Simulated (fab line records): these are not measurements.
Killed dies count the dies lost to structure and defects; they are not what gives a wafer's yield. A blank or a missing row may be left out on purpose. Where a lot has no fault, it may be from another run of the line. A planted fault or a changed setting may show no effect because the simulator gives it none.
A struck lot beside a sound one || flow nand-harc || 14 steps out of a route of 1302
Sound: wafers L255.1, L255.3, L255.5. Struck: wafer L263.1 (left out: L263.3, L263.6 of the same lot, which were not struck); the cause appears at the end.
Per side, at each step with rows, come the tool, then ch with its chambers, and then its first start. Under that, the readings that differ: sound wafers || struck wafers || difference of the means || sigmas: that difference in standard deviations of wafers without a fault.
alike: words and numbers the same on both sides, and readings whose means are apart by under 2 such deviations; not compared: readings that were withheld, readings missing a value for some wafer, numbers with overlapping values and no deviation given by the record, and bounds like >300 which may hide the same value.
Wherever a step has rows on one side only, a row that says differs or no value, or a row with sigmas, the two part there. Numbers that don't overlap but have no deviation are shown without sigmas and don't part them. A reading missing from all wafers of one side parts the sides only when that side holds two or more wafers.

NHARC_A_STAIRCASE_DESCUM_291: chemistry O2, time 3 s.
  sound on rie-diel-02 ch 0,3, day 17 03:35; struck on rie-diel-02 ch 3, day 20 14:06
  alike: drypump-motor-current-A, oes-product-au, rf-vpp-V, showerhead-plenum-p-Torr, throttle-valve-pct
  not compared: rf-hours-counter-h
then, 1 step without rows for these wafers: NHARC_A_STAIRCASE_ETCH_292 (etches the open film in CF4/CHF3).
NHARC_A_STAIRCASE_HM_OPEN_460: chemistry O2/COS.
  sound on rie-diel-02 ch 1,2; struck on rie-diel-02 ch 0
{"reading": "rf-vpp-V (V)", "sound": "472 471 470", "struck": 463, "difference": -8, "sigmas": -2}
{"reading": "showerhead-plenum-p-Torr (Torr)", "sound": "3.31 3.23 3.31", "struck": 2.94, "difference": -0.34, "sigmas": -2}
  alike: drypump-motor-current-A, oes-product-au, throttle-valve-pct
  not compared: rf-hours-counter-h
then, 1 step without rows for these wafers: NHARC_A_STAIRCASE_STRIP_461 (strips in O2/COS).
NHARC_A_STAIRCASE_ETCH_452: etches the open film in CF4/O2, target depth 30 nm, overetch 3 nm, time 16.5 s.
  sound on rie-diel-02 ch 0,2; struck on rie-diel-02 ch 0
  alike: drypump-motor-current-A, oes-product-au, rf-vpp-V, showerhead-plenum-p-Torr, throttle-valve-pct
  not compared: rf-hours-counter-h
NHARC_A_STAIRCASE_ETCH_294: etches the open film in C4F8/O2/Ar, target depth 4989 nm, time 1211.6 s.
  sound on rie-diel-02 ch 0,1,2; struck on rie-diel-02 ch 0
  alike: oes-product-au, rf-vpp-V
  not compared: rf-hours-counter-h
then, 4 steps without rows for these wafers: NHARC_A_STAIRCASE_STRIP_295 (strips in O2); NHARC_A_STAIRCASE_STRIP_296 (strips in SPM, time 900 s); NHARC_A_STAIRCASE_PRECLEAN_297 (cleans in SC1); NHARC_A_STAIRCASE_SRD_298.
NHARC_A_STAIRCASE_HM_DEP_462: deposits aC, target thk 800 nm.
  sound on acl-dep-03 ch 0, day 17 05:50; struck on acl-dep-01 ch 0, day 20 17:16
  alike: throttle-valve-pct
NHARC_A_STAIRCASE_DEP_301: deposits SiON, target thk 30 nm.
  sound on pecvd-02 ch 0,2, day 17 07:41; struck on pecvd-02 ch 0, day 20 19:09
{"reading": "rf-fwd-power-W (W)", "sound": "349.8 348.3 349.2", "struck": 209.0, "difference": -140.1, "sigmas": "-99 or more"}
{"reading": "showerhead-vpp-V (V)", "sound": "1126 1342 1135", "struck": 886, "difference": -315, "sigmas": -5}
  alike: heater-power-w
then, 1 step without rows for these wafers: NHARC_A_STAIRCASE_DEHYDRATE_302 (time 120 s).
-- record jumps: 7 days between struck wafers' starts before vs after; left off in module A_STAIRCASE, resumes in module END, first step shown is number 1302 of the route --
NHARC_END_SORT_01:
  sound on prober-01 ch 0, day 24 23:25; struck on prober-02 ch 0, day 28 05:50
  alike: killed-at-array, killed-at-other, killed-at-periphery, killed-dies, killed-open, killed-short

WHERE THEY PART
At NHARC_A_STAIRCASE_HM_OPEN_460 first; at NHARC_A_STAIRCASE_DEP_301 last (within this record only). Later steps at which nothing parts them and some readings are alike: NHARC_END_SORT_01.

WHY: what the simulator had put in
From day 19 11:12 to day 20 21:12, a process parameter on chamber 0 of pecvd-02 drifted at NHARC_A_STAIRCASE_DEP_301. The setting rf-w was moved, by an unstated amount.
